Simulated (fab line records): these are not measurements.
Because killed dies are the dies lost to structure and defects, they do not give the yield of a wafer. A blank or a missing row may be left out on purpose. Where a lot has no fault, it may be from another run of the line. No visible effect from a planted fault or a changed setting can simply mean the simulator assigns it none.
Chamber matching    flow n5_finfet    rie_diel-03 running N5_BEOL_M0_SAQP_ETCH_106: 4 sister chambers
The step etches SOC in N2/H2, stops on SiNx, target depth 150 nm. 8 wafers are shown with their chamber, then 7 later ones without.

## EACH WAFER AND ITS CHAMBER
wafer   chamber  showerhead_plenum_p_Torr (Torr)  throttle_valve_pct (%)
L075.4  1        2.44                             17.57
L075.6  2        2.65                             17.81
L091.3  2        2.64                             17.89
L092.2  1        2.43                             17.62
L092.3  3        2.59                             17.88
L092.4  0        2.51                             18.04
L097.1  3        2.58                             17.88
L097.2  0        2.51                             18.07

## WAFERS WHOSE CHAMBER IS MISSING
wafer   showerhead_plenum_p_Torr (Torr)  throttle_valve_pct (%)
L097.6  2.43                             17.61
L096.1  2.51                             18.06
L096.3  2.43                             17.62
L096.6  2.51                             18.07
L094.1  2.64                             17.89
L094.2  2.43                             17.63
L094.6  2.51                             18.06

## EACH ONE'S CHAMBER
wafer   from the rows above  in truth
L097.6  1                    1
L096.1  0                    0
L096.3  1                    1
L096.6  0                    0
L094.1  2                    2
L094.2  1                    1
L094.6  0                    0
Placed correctly: 7 of 7. Can't be placed from these rows: 0. Number placed wrongly: 0.
How it was worked out, from the rows above alone: a wafer's distance from a chamber is the root of the sum, over the readings, of the square of ((its reading less the chamber's mean) divided by the reading's scatter). The wafer belongs to the nearest chamber; if the next one is less than 2 further off, it can't be placed. Each chamber's mean is taken over the wafers shown for it. The scatter: take each reading less its chamber's mean, square it, sum over the shown wafers, divide by the number of wafers less the number of chambers, and take the root.
